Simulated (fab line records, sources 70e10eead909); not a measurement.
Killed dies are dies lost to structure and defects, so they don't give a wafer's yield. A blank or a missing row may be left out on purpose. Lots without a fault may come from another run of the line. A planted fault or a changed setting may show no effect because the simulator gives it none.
A struck lot beside a sound one | flow nand_harc | 18 steps out of a route of 1302
Sound: wafers L841.1, L841.2, L841.3. Struck: wafers L846.2, L846.5, L846.6. The cause comes at the end.
At each step with rows: each side's tool, then ch and its chambers, then its first start. Under that, the readings that differ: sound wafers | struck wafers | difference of the means | sigmas: that difference in standard deviations of wafers without a fault.
alike: readings whose means differ by less than 2 such deviations, and words and numbers that are the same on both sides. not compared: withheld readings, readings that some wafer has no value for, bounds like >300 that may hide the same value, and numbers for which the record gives no deviation and whose values overlap.
The two part at a step that has a row with sigmas, a row that says differs or no value, or rows on one side only. Numbers that don't overlap but have no deviation are shown without sigmas and don't part them. A reading that every wafer of one side lacks parts them only if that side has two wafers or more.

NHARC_P_GATE_CD_MEAS_46: target cd 720 nm.
  sound on cd_sem-01 ch 0, day 8 08:08; struck on cd_sem-02 ch 0, day 10 05:26
  alike: cd_nm
then, 1 step without rows for these wafers: NHARC_P_GATE_HARDBAKE_47 (time 80 s).
NHARC_P_GATE_DESCUM_48: chemistry O2, time 3 s.
  sound on rie_diel-05 ch 1,2,3, day 8 08:18; struck on rie_diel-05 ch 1,2,3, day 10 05:38
  alike: chamber_pressure_mTorr, drypump_motor_current_A, o2_flow_sccm, oes_product_au, rf_vpp_V, showerhead_plenum_p_Torr, throttle_valve_pct
  not compared: rf_hours_counter_h
then, 1 step without rows for these wafers: NHARC_P_GATE_IMPLANT_49.
NHARC_P_GATE_STRIP_111: strips in N2/H2, time 250 s.
  sound on plasma_asher-01 ch 0,1, day 8 08:41; struck on plasma_asher-02 ch 0,1, day 10 06:01
  alike: drypump_motor_current_A, heater_power_w
  not compared: rf_hours_counter_h
NHARC_P_GATE_STRIP_75: strips in O2.
  sound on plasma_asher-01 ch 0,1, day 8 08:59; struck on plasma_asher-02 ch 0,1, day 10 06:17
  alike: drypump_motor_current_A, heater_power_w
  not compared: rf_hours_counter_h
then, 6 steps without rows for these wafers: NHARC_P_GATE_STRIP_50 (strips in SPM, time 900 s); NHARC_P_GATE_DEHYDRATE_51 (time 120 s); NHARC_P_GATE_HMDS_52 (time 30 s); NHARC_P_GATE_COAT_53; NHARC_P_GATE_SOFTBAKE_54 (time 95 s); NHARC_P_GATE_EBR_55.
NHARC_P_GATE_EXPOSE_56: exposes mask P PSD, target cd 720 nm.
  sound on krf_scanner-04 ch 0, day 8 09:37; struck on krf_scanner-02 ch 0, day 10 07:02
  reading | sound                   | struck                  | difference | sigmas
  mask    | P_PSD#0 P_PSD#0 P_PSD#0 | P_HVN#0 P_HVN#0 P_HVN#0 | differs    |
then, 2 steps without rows for these wafers: NHARC_P_GATE_PEB_57 (peb time 85 s); NHARC_P_GATE_DEVELOP_58 (time 70 s).
NHARC_P_GATE_CD_MEAS_59: target cd 720 nm.
  sound on cd_sem-02 ch 0, day 8 09:47; struck on cd_sem-01 ch 0, day 10 07:12
  reading    | sound             | struck | difference                    | sigmas
  cd_nm (nm) | 717.9 719.8 719.7 | - - -  | no value on the struck wafers |
then, 1 step without rows for these wafers: NHARC_P_GATE_HARDBAKE_60 (time 80 s).
-- the record jumps here: 19 days lie between the struck wafers' starts before and after (it left off in module P_GATE and takes up again in module END, whose first step shown is number 1302 of the route) --
NHARC_END_SORT_01:
  sound on prober-01 ch 0, day 27 06:10; struck on prober-01 ch 0, day 29 05:44
  reading             | sound    | struck                                                               | difference                   | sigmas
  hold                | - - -    | await_dispo/1.6h/scrap await_dispo/1.6h/scrap await_dispo/1.6h/scrap | no value on the sound wafers |
  killed_at_periphery | 2 1 4    | 665 647 647                                                          | +651                         | +99 or more
  killed_dies         | 58 56 62 | 677 677 677                                                          | +618                         | +34
  alike: killed_at_array, killed_at_other, killed_open, killed_short

WHERE THEY PART
First at NHARC_P_GATE_EXPOSE_56; last, within this record, at NHARC_END_SORT_01.

WHY: what the simulator had put in
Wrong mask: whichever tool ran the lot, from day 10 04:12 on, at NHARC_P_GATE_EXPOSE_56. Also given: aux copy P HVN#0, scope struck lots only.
